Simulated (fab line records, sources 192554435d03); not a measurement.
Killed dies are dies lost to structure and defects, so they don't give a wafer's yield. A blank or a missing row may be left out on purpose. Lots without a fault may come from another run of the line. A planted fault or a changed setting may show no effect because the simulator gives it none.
Problem report in the 8D (eight disciplines) form, filled by code | flow n5_finfet | the parts of the form that need people (team, actions taken, sign-off) are left out

1. THE PROBLEM
spin_speed_rpm at N5_BEOL_M4_COAT_73 reads a mean of 1688.3 rpm on 6 wafers of 2 lots; wafers without a fault read 1499.8 rpm with a standard deviation of 0.86. That is +99 or more standard deviations from the usual mean.
The step: time 60 s, resist thk 5 nm.
First seen on wafer L404.1, day 10 01:40, on litho_track-01. The record holds 27 wafers of 9 lots with a number at this step. Rule for "out", or "out of limits": more than 4 standard deviations from the usual mean. The other wafers with a number count as sound.

2. WHAT IT IS AND WHAT IT IS NOT
question                    | is                     | is not
which readings at this step | spin_speed_rpm         | -
which lots                  | L404, L406             | L393, L397, L399, L401, L408, L412, L415
which wafers of those lots  | all that have a number | -
read on which tools         | litho_track-01         | litho_track-02, litho_track-05
when                        | from day 10 01:40      | up to then (12 sound wafers); but 9 sound wafers of L408, L412, L415 came after

3. SUSPECTS, AND WHAT RULES EACH OUT
Counting: a tool at a process step up to the reading stays a suspect if it ran every lot that is out and no sound lot after the first of them.
- pvd_sputter-02 at N5_BEOL_M3_ANNEAL_93 (time 240 s): ruled out as a lasting fault. Sound lots L412 ran on it after its first lot that is out, L404 (day 9 23:44).
- pvd_sputter-02 at N5_BEOL_M3_ANNEAL_95 (time 240 s): ruled out as a lasting fault. Sound lots L412 ran on it after its first lot that is out, L404 (day 9 23:58).
- litho_track-01 at N5_BEOL_M4_COAT_73 (time 60 s, resist thk 5 nm): kept. It ran every lot that is out, first L404 (day 10 01:40), and no sound lot after that; its last sound lot up to then is L397 (day 8 08:53). Its own readings are out on those wafers: spin_speed_rpm.
Left after counting: litho_track-01 at N5_BEOL_M4_COAT_73.

4. THE CAUSE (what the simulator had put in)
Process parameter drift: litho_track-01, from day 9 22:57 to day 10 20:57, at N5_BEOL_M4_COAT_73. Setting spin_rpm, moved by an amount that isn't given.
Counting left only this tool.

5. THE CHAIN OF EFFECTS, in route order
Each row: a reading whose mean over the struck wafers that have a number lies more than 3 standard deviations from the usual. Only readings for which the record gives a usual standard deviation are gone through. hours: the time from each lot's start at the first step in this table that gives one to its start at this step, as a median over the lots. sigmas: the change in usual standard deviations.
hours | step               | reading           | usual      | on struck wafers | change | sigmas
0     | N5_BEOL_M4_COAT_73 | spin_speed_rpm    | 1499.8 rpm | 1688.3           | +188.5 | +99 or more
1     | N5_BEOL_M4_ETCH_74 | etch_rf_on_time_s | 5.24 s     | 4.96             | -0.28  | -4.2
The process steps in it:
- N5_BEOL_M4_COAT_73: time 60 s, resist thk 5 nm.
- N5_BEOL_M4_ETCH_74: etches underlayer in N2/H2, target depth 6.5 nm, time 5.2 s.
Later measuring or inspecting steps at which every struck wafer that the step has a row for has a number for every such reading, and none has moved that far: N5_BEOL_M4_RC_MEAS_101.

6. WHAT WOULD HAVE CAUGHT IT SOONER
In this record the first reading out of limits was taken at day 10 01:40, 3 hours after the fault began at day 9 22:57.
